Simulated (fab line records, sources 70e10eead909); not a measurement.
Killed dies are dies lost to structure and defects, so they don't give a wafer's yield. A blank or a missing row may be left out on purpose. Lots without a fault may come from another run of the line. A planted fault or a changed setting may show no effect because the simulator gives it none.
fab line records | flow nand_harc
record lots=24 wafers=72 last_day=34
route steps=1302 shown A_CONTACT@1007
lots that met no fault: from a run of the same line without faults
start_h: hours from the record's first day to the start of the lot's first wafer shown | wait_h: hours since the lot's step before | " the same as in the row above | L1.1+2: a row that stands for several wafers | - no value, or no start given | * or withheld: withheld | < > ~ a bound
route shown NAME@n: a module of which the file shows steps, and the number in the route of the first | usual: mean/standard deviation of fault-free wafers | same: alike in all rows | chamber/n: place in a boat | sites: the reading at each site | _std_site: their standard deviation | _edge_site: outer sites' mean less inner sites' | radius_mm: how far each site lies from the wafer's centre | mask NAME#n: copy n | behind: the tool/chamber that last shaped the wafer | hold: why the lot was held/for how many hours/how that ended | device: the transistor (n, p or np) that didn't switch | end of line: the same wafers' tests at the end of the route | a step without rows: its recipe alone | killed: dies lost to structure and defects at the first sort, not the wafer's yield | map: a wafer's dies, x killed, . not, _ none there
set.NAME: the setting as run; set.NAME@STEP: as run at that earlier step | model.NAME: the simulator's own value behind a step, which no gauge read
steps of the route over a sample of lots; a table a step, a row a wafer
services: from which hour (start_h, from the record's first day; less than 0 if before it) a tool's chamber was out of use, for how many hours, and why
## steps
# step NHARC_A_CONTACT_ETCH_113
# recipe source_w=withheld pressure_mtorr=20 bias_v=3000 time_s=190 target_depth_a=18500 ar_flow_sccm=withheld c4f8_flow_sccm=withheld o2_flow_sccm=withheld chemistry=C4F8/O2/Ar
# columns lot.wafer tool chamber start_h wait_h rf_hours_counter_h
L074.1 har_cap_etch-02 1 498.56 0.1 82
L074.3 " 1 " " -
L074.5 " 0 " " -
L075.2 har_cap_etch-03 0 504.44 0.1 41
L075.1 " 1 " " 41
L075.4 " 0 " " -
L077.1 har_cap_etch-03 0 515.05 0.1 43
L077.5 " 0 " " -
L077.6 " 1 " " -
L076.1 har_cap_etch-01 0 522.51 0.1 2
L076.4 " 0 " " -
L076.5 " 1 " " -
L079.1 har_cap_etch-03 1 543.52 0.1 48
L079.2 " 0 " " 48
L079.6 " 0 " " -
L081.4 har_cap_etch-01 1 551.41 0.1 -
L081.3 " 0 " " -
L081.5 " 1 " " -
L078.3 har_cap_etch-02 0 553.10 0.2 -
L078.5 " 1 " " -
L078.6 " 0 " " -
L080.3 har_cap_etch-03 1 555.73 0.2 -
L080.6 " 1 " " -
L080.5 " 0 " " -
L083.1 har_cap_etch-02 1 580.59 0.1 97
L083.6 " 0 " " -
L083.5 " 1 " " -
L082.2 har_cap_etch-01 0 582.98 0.1 12
L082.1 " 1 " " 12
L082.3 " 1 " " -
L085.2 har_cap_etch-03 0 589.67 0.1 57
L085.4 " 0 " " -
L085.6 " 0 " " -
L084.3 har_cap_etch-02 0 589.89 0.1 -
L084.4 " 1 " " -
L084.6 " 1 " " -
L086.2 har_cap_etch-02 0 624.35 0.1 104
L086.1 " 1 " " 104
L086.4 " 1 " " -
L088.1 har_cap_etch-03 0 638.69 0.1 65
L088.5 " 1 " " -
L088.6 " 0 " " -
L089.1 har_cap_etch-02 1 638.84 0.1 107
L089.2 " 0 " " 107
L089.6 " 0 " " -
L087.1 har_cap_etch-01 1 643.11 0.1 21
L087.6 " 1 " " -
L087.5 " 0 " " -
L090.2 har_cap_etch-02 0 646.50 0.1 109
L090.4 " 1 " " -
L090.6 " 0 " " -
L091.2 har_cap_etch-02 0 667.68 0.1 114
L091.1 " 1 " " 114
L091.4 " 0 " " -
L093.2 har_cap_etch-03 1 679.91 0.1 73
L093.3 " 1 " " -
L093.5 " 0 " " -
L092.4 har_cap_etch-02 1 684.40 0.1 -
L092.3 " 0 " " -
L092.5 " 1 " " -
L094.2 har_cap_etch-01 0 697.34 0.1 31
L094.3 " 1 " " -
L094.4 " 0 " " -
L095.2 har_cap_etch-03 0 699.92 0.1 77
L095.1 " 1 " " 77
L095.3 " 0 " " -
L096.1 har_cap_etch-03 1 718.26 0.1 81
L096.2 " 0 " " 81
L096.5 " 1 " " -
L097.2 har_cap_etch-02 0 735.15 0.1 125
L097.4 " 0 " " -
L097.6 " 0 " " -
# step NHARC_A_CONTACT_ETCH_116
# recipe source_w=withheld pressure_mtorr=20 bias_v=3000 time_s=190 target_depth_a=18500 ar_flow_sccm=withheld c4f8_flow_sccm=withheld o2_flow_sccm=withheld chemistry=C4F8/O2/Ar
# columns lot.wafer tool chamber start_h wait_h rf_hours_counter_h
L074.1 har_cap_etch-02 1 499.07 0.1 83
L074.3 " 1 " " -
L074.5 " 0 " " -
L075.2 har_cap_etch-03 0 504.96 0.1 41
L075.1 " 1 " " 41
L075.4 " 0 " " -
L077.1 har_cap_etch-03 0 515.57 0.1 44
L077.5 " 0 " " -
L077.6 " 1 " " -
L076.1 har_cap_etch-01 0 523.03 0.1 2
L076.4 " 0 " " -
L076.5 " 1 " " -
L079.1 har_cap_etch-03 1 544.02 0.1 49
L079.2 " 0 " " 49
L079.6 " 0 " " -
L081.4 har_cap_etch-01 1 551.92 0.1 -
L081.3 " 0 " " -
L081.5 " 1 " " -
L078.3 har_cap_etch-02 0 553.77 0.2 -
L078.5 " 1 " " -
L078.6 " 0 " " -
L080.3 har_cap_etch-03 1 556.41 0.2 -
L080.6 " 1 " " -
L080.5 " 0 " " -
L083.1 har_cap_etch-02 1 581.11 0.1 97
L083.6 " 0 " " -
L083.5 " 1 " " -
L082.2 har_cap_etch-01 0 583.49 0.1 13
L082.1 " 1 " " 13
L082.3 " 1 " " -
L085.2 har_cap_etch-03 0 590.18 0.1 58
L085.4 " 0 " " -
L085.6 " 0 " " -
L084.3 har_cap_etch-02 0 590.40 0.1 -
L084.4 " 1 " " -
L084.6 " 1 " " -
L086.2 har_cap_etch-02 0 624.86 0.1 105
L086.1 " 1 " " 105
L086.4 " 1 " " -
L088.1 har_cap_etch-03 0 639.21 0.1 65
L088.5 " 1 " " -
L088.6 " 0 " " -
L089.1 har_cap_etch-02 1 639.35 0.1 107
L089.2 " 0 " " 107
L089.6 " 0 " " -
L087.1 har_cap_etch-01 1 643.62 0.1 21
L087.6 " 1 " " -
L087.5 " 0 " " -
L090.2 har_cap_etch-02 0 647.01 0.1 109
L090.4 " 1 " " -
L090.6 " 0 " " -
L091.2 har_cap_etch-02 0 668.20 0.1 115
L091.1 " 1 " " 115
L091.4 " 0 " " -
L093.2 har_cap_etch-03 1 680.43 0.1 74
L093.3 " 1 " " -
L093.5 " 0 " " -
L092.4 har_cap_etch-02 1 684.91 0.1 -
L092.3 " 0 " " -
L092.5 " 1 " " -
L094.2 har_cap_etch-01 0 697.85 0.1 31
L094.3 " 1 " " -
L094.4 " 0 " " -
L095.2 har_cap_etch-03 0 700.44 0.1 78
L095.1 " 1 " " 78
L095.3 " 0 " " -
L096.1 har_cap_etch-03 1 718.78 0.1 82
L096.2 " 0 " " 82
L096.5 " 1 " " -
L097.2 har_cap_etch-02 0 735.67 0.1 126
L097.4 " 0 " " -
L097.6 " 0 " " -
# step NHARC_A_CONTACT_ETCH_121
# recipe source_w=withheld pressure_mtorr=20 bias_v=3000 time_s=190 target_depth_a=18500 ar_flow_sccm=withheld c4f8_flow_sccm=withheld o2_flow_sccm=withheld chemistry=C4F8/O2/Ar
# columns lot.wafer tool chamber start_h wait_h rf_hours_counter_h
L074.1 har_cap_etch-02 1 499.92 0.1 84
L074.3 " 1 " " -
L074.5 " 0 " " -
L075.2 har_cap_etch-03 0 505.81 0.1 42
L075.1 " 1 " " 42
L075.4 " 0 " " -
L077.1 har_cap_etch-03 0 516.41 0.1 44
L077.5 " 0 " " -
L077.6 " 1 " " -
L076.1 har_cap_etch-01 0 523.88 0.1 3
L076.4 " 0 " " -
L076.5 " 1 " " -
L079.1 har_cap_etch-03 1 544.88 0.1 50
L079.2 " 0 " " 50
L079.6 " 0 " " -
L081.4 har_cap_etch-01 1 552.78 0.1 -
L081.3 " 0 " " -
L081.5 " 1 " " -
L078.3 har_cap_etch-02 0 554.91 0.2 -
L078.5 " 1 " " -
L078.6 " 0 " " -
L080.3 har_cap_etch-03 1 557.55 0.2 -
L080.6 " 1 " " -
L080.5 " 0 " " -
L083.1 har_cap_etch-02 1 581.96 0.1 98
L083.6 " 0 " " -
L083.5 " 1 " " -
L082.2 har_cap_etch-01 0 584.34 0.1 14
L082.1 " 1 " " 14
L082.3 " 1 " " -
L085.2 har_cap_etch-03 0 591.03 0.1 59
L085.4 " 0 " " -
L085.6 " 0 " " -
L084.3 har_cap_etch-02 0 591.26 0.1 -
L084.4 " 1 " " -
L084.6 " 1 " " -
L086.2 har_cap_etch-02 0 625.71 0.1 106
L086.1 " 1 " " 106
L086.4 " 1 " " -
L088.1 har_cap_etch-03 0 640.06 0.1 66
L088.5 " 1 " " -
L088.6 " 0 " " -
L089.1 har_cap_etch-02 1 640.20 0.1 108
L089.2 " 0 " " 108
L089.6 " 0 " " -
L087.1 har_cap_etch-01 1 644.47 0.1 22
L087.6 " 1 " " -
L087.5 " 0 " " -
L090.2 har_cap_etch-02 0 647.86 0.1 110
L090.4 " 1 " " -
L090.6 " 0 " " -
L091.2 har_cap_etch-02 0 669.05 0.1 116
L091.1 " 1 " " 116
L091.4 " 0 " " -
L093.2 har_cap_etch-03 1 681.28 0.1 74
L093.3 " 1 " " -
L093.5 " 0 " " -
L092.4 har_cap_etch-02 1 685.77 0.1 -
L092.3 " 0 " " -
L092.5 " 1 " " -
L094.2 har_cap_etch-01 0 698.70 0.1 32
L094.3 " 1 " " -
L094.4 " 0 " " -
L095.2 har_cap_etch-03 0 701.29 0.1 78
L095.1 " 1 " " 78
L095.3 " 0 " " -
L096.1 har_cap_etch-03 1 719.64 0.1 83
L096.2 " 0 " " 83
L096.5 " 1 " " -
L097.2 har_cap_etch-02 0 736.52 0.1 126
L097.4 " 0 " " -
L097.6 " 0 " " -
# step NHARC_A_CONTACT_OVL_MEAS_70
# usual overlay_x_nm=-0.1/0.74 overlay_y_nm=-0.1/1
# columns lot.wafer tool chamber start_h wait_h overlay_x_nm overlay_y_nm
L074.1 overlay-02 - 506.33 - 0.2 0.8
L074.3 " - " " 0.5 1.2
L074.5 " - " " 0.4 0.9
L075.1 overlay-02 - 513.63 - -0.9 0.7
L075.2 " - " " -1.9 0.9
L075.4 " - " " -1.5 0.7
L077.1 overlay-01 - 522.80 - 1.3 -0.4
L077.5 " - " " 0.7 -0.7
L077.6 " - " " 1.1 0.1
L076.1 overlay-01 - 530.26 - -1.0 -0.1
L076.4 " - " " -1.4 0.2
L076.5 " - " " -0.9 0.2
L079.1 overlay-01 - 555.69 - 0.1 0.8
L079.2 " - " " 0.5 1.0
L079.6 " - " " 0.7 1.2
L081.3 overlay-02 - 559.17 - 0.3 0.6
L081.4 " - " " 0.2 0.0
L081.5 " - " " 0.4 0.1
L078.3 overlay-01 - 563.02 - -0.7 0.4
L078.5 " - " " -0.2 1.0
L078.6 " - " " 0.0 0.0
L080.3 overlay-01 - 566.58 - -0.2 -0.2
L080.5 " - " " -0.3 0.1
L080.6 " - " " -1.0 -0.2
L083.1 overlay-01 - 590.74 - 0.1 -2.1
L083.5 " - " " 0.0 -2.0
L083.6 " - " " 0.2 -1.5
L082.1 overlay-01 - 591.15 - 0.4 -1.0
L082.2 " - " " 1.3 -0.6
L082.3 " - " " 1.1 -0.6
L085.2 overlay-01 - 597.51 - -0.3 0.8
L085.4 " - " " 0.0 0.7
L085.6 " - " " -0.7 1.4
L084.3 overlay-02 - 601.19 - -0.1 -1.2
L084.4 " - " " -0.5 -1.2
L084.6 " - " " -0.6 -1.7
L086.1 overlay-02 - 632.26 - -0.9 -1.0
L086.2 " - " " -0.1 -1.3
L086.4 " - " " -0.3 -1.0
L088.1 overlay-01 - 647.76 - -0.2 -1.6
L088.5 " - " " -0.4 -1.6
L088.6 " - " " -0.6 -1.4
L089.1 overlay-02 - 649.33 - -1.0 2.0
L089.2 " - " " -1.0 1.2
L089.6 " - " " -0.7 1.4
L087.1 overlay-02 - 653.58 - 0.9 -0.8
L087.5 " - " " 0.9 0.0
L087.6 " - " " 1.3 -0.3
L090.2 overlay-02 - 656.46 - -0.4 1.3
L090.4 " - " " -0.1 1.8
L090.6 " - " " 0.1 1.4
L091.1 overlay-02 - 675.61 - -0.7 0.8
L091.2 " - " " -1.4 0.4
L091.4 " - " " -0.7 1.0
L093.2 overlay-01 - 689.22 - -0.2 0.3
L093.3 " - " " -0.2 0.7
L093.5 " - " " 0.5 1.1
L092.3 overlay-02 - 693.22 - -0.3 -1.2
L092.4 " - " " 0.3 -1.3
L092.5 " - " " 0.1 -1.3
L094.2 overlay-01 - 705.84 - 0.0 -1.0
L094.3 " - " " -0.8 -1.0
L094.4 " - " " -0.2 -1.5
L095.1 overlay-01 - 707.72 - -0.8 -1.5
L095.2 " - " " -1.0 -1.3
L095.3 " - " " -0.8 -0.8
L096.1 overlay-02 - 727.79 - 0.2 -0.3
L096.2 " - " " -0.1 -0.5
L096.5 " - " " 0.6 -1.5
L097.2 overlay-01 - 743.62 - 0.7 -0.2
L097.4 " - " " 1.1 -0.5
L097.6 " - " " 1.3 -0.3
# step NHARC_A_CONTACT_ETCH_128
# recipe source_w=withheld pressure_mtorr=20 bias_v=3000 time_s=197 target_depth_a=19180 ar_flow_sccm=withheld c4f8_flow_sccm=withheld o2_flow_sccm=withheld chemistry=C4F8/O2/Ar
# columns lot.wafer tool chamber start_h wait_h rf_hours_counter_h
L074.1 har_cap_etch-02 1 508.73 0.1 85
L074.3 " 0 " " -
L074.5 " 1 " " -
L075.2 har_cap_etch-02 0 518.85 0.1 87
L075.1 " 1 " " 87
L075.4 " 0 " " -
L077.1 har_cap_etch-03 1 525.20 0.1 46
L077.6 " 0 " " -
L077.5 " 1 " " -
L076.1 har_cap_etch-01 1 532.88 0.2 4
L076.4 " 1 " " -
L076.5 " 0 " " -
L079.2 har_cap_etch-01 1 558.14 0.1 8
L079.1 " 0 " " 8
L079.6 " 0 " " -
L081.3 har_cap_etch-02 1 561.86 0.2 -
L081.4 " 0 " " -
L081.5 " 1 " " -
L078.3 har_cap_etch-03 0 565.49 0.1 -
L078.5 " 1 " " -
L078.6 " 0 " " -
L080.3 har_cap_etch-02 0 569.31 0.2 -
L080.6 " 1 " " -
L080.5 " 0 " " -
L083.1 har_cap_etch-01 1 593.12 0.1 15
L083.6 " 1 " " -
L083.5 " 0 " " -
L082.2 har_cap_etch-03 1 593.96 0.1 60
L082.1 " 0 " " 60
L082.3 " 0 " " -
L085.2 har_cap_etch-02 1 599.89 0.1 102
L085.4 " 1 " " -
L085.6 " 0 " " -
L084.3 har_cap_etch-03 0 603.62 0.1 -
L084.4 " 1 " " -
L084.6 " 0 " " -
L086.2 har_cap_etch-01 0 634.62 0.1 20
L086.1 " 1 " " 20
L086.4 " 0 " " -
L088.1 har_cap_etch-03 0 650.13 0.1 69
L088.5 " 0 " " -
L088.6 " 1 " " -
L089.1 har_cap_etch-01 1 651.70 0.1 24
L089.2 " 0 " " 24
L089.6 " 1 " " -
L087.1 har_cap_etch-02 0 655.99 0.1 112
L087.5 " 1 " " -
L087.6 " 0 " " -
L090.2 har_cap_etch-03 0 658.86 0.1 70
L090.4 " 1 " " -
L090.6 " 1 " " -
L091.2 har_cap_etch-01 1 678.27 0.2 28
L091.1 " 0 " " 28
L091.4 " 0 " " -
L093.2 har_cap_etch-03 1 691.59 0.1 76
L093.3 " 0 " " -
L093.5 " 0 " " -
L092.4 har_cap_etch-02 0 695.65 0.1 -
L092.3 " 1 " " -
L092.5 " 1 " " -
L094.2 har_cap_etch-02 1 708.21 0.1 122
L094.3 " 1 " " -
L094.4 " 0 " " -
L095.1 har_cap_etch-03 0 710.08 0.1 80
L095.2 " 1 " " 80
L095.3 " 1 " " -
L096.1 har_cap_etch-01 0 730.16 0.1 36
L096.2 " 1 " " 36
L096.5 " 0 " " -
L097.2 har_cap_etch-02 0 745.99 0.1 128
L097.4 " 0 " " -
L097.6 " 1 " " -
# step NHARC_A_CONTACT_INSPECT_10
# usual raw_defect_count=81/43
# columns lot.wafer tool chamber start_h wait_h raw_defect_count
L074.1 defect_inspect-02 - 513.98 0.0 122
L074.3 " - " " 106
L074.5 " - " " 120
L075.1 defect_inspect-02 - 524.25 0.0 80
L075.2 " - " " 104
L075.4 " - " " 96
L077.1 defect_inspect-02 - 531.46 0.0 11
L077.5 " - " " 15
L077.6 " - " " 19
L076.1 defect_inspect-01 - 540.65 0.0 18
L076.4 " - " " 21
L076.5 " - " " 19
L079.1 defect_inspect-01 - 566.78 0.0 25
L079.2 " - " " 13
L079.6 " - " " 24
L081.3 defect_inspect-01 - 572.23 0.0 156
L081.4 " - " " 171
L081.5 " - " " 139
L078.3 defect_inspect-02 - 574.69 0.0 96
L078.5 " - " " 83
L078.6 " - " " 117
L080.3 defect_inspect-02 - 580.18 0.0 26
L080.5 " - " " 21
L080.6 " - " " 25
L083.1 defect_inspect-02 - 599.77 0.0 117
L083.5 " - " " 111
L083.6 " - " " 116
L082.1 defect_inspect-02 - 602.96 0.0 31
L082.2 " - " " 29
L082.3 " - " " 27
L085.2 defect_inspect-02 - 605.34 0.0 20
L085.4 " - " " 20
L085.6 " - " " 23
L084.3 defect_inspect-01 - 609.05 0.0 111
L084.4 " - " " 117
L084.6 " - " " 101
L086.1 defect_inspect-01 - 642.44 0.0 84
L086.2 " - " " 85
L086.4 " - " " 99
L088.1 defect_inspect-01 - 657.03 0.0 17
L088.5 " - " " 22
L088.6 " - " " 26
L089.1 defect_inspect-01 - 659.19 0.0 131
L089.2 " - " " 108
L089.6 " - " " 122
L087.1 defect_inspect-01 - 662.84 0.0 133
L087.5 " - " " 140
L087.6 " - " " 141
L090.2 defect_inspect-01 - 664.56 0.0 99
L090.4 " - " " 106
L090.6 " - " " 115
L091.1 defect_inspect-01 - 684.71 0.0 124
L091.2 " - " " 111
L091.4 " - " " 112
L093.2 defect_inspect-01 - 698.30 0.0 63
L093.3 " - " " 79
L093.5 " - " " 74
L092.3 defect_inspect-01 - 701.08 0.0 106
L092.4 " - " " 111
L092.5 " - " " 113
L094.2 defect_inspect-02 - 713.68 0.0 71
L094.3 " - " " 65
L094.4 " - " " 70
L095.1 defect_inspect-02 - 715.56 0.0 72
L095.2 " - " " 67
L095.3 " - " " 83
L096.1 defect_inspect-02 - 735.63 0.0 115
L096.2 " - " " 142
L096.5 " - " " 121
L097.2 defect_inspect-01 - 754.73 0.0 77
L097.4 " - " " 70
L097.6 " - " " 86
## services
# columns tool chamber start_h hours kind
har_cap_etch-01 - 497.53 17.0 pm
har_cap_etch-01 0 497.53 17.0 vent_cycle
har_cap_etch-01 1 497.53 17.0 vent_cycle
har_cap_etch-01 0 514.53 - clean
har_cap_etch-01 1 514.53 - clean
har_cap_etch-01 - 599.25 1.1 repair
har_cap_etch-01 - 718.74 0.5 repair
## key
fault none
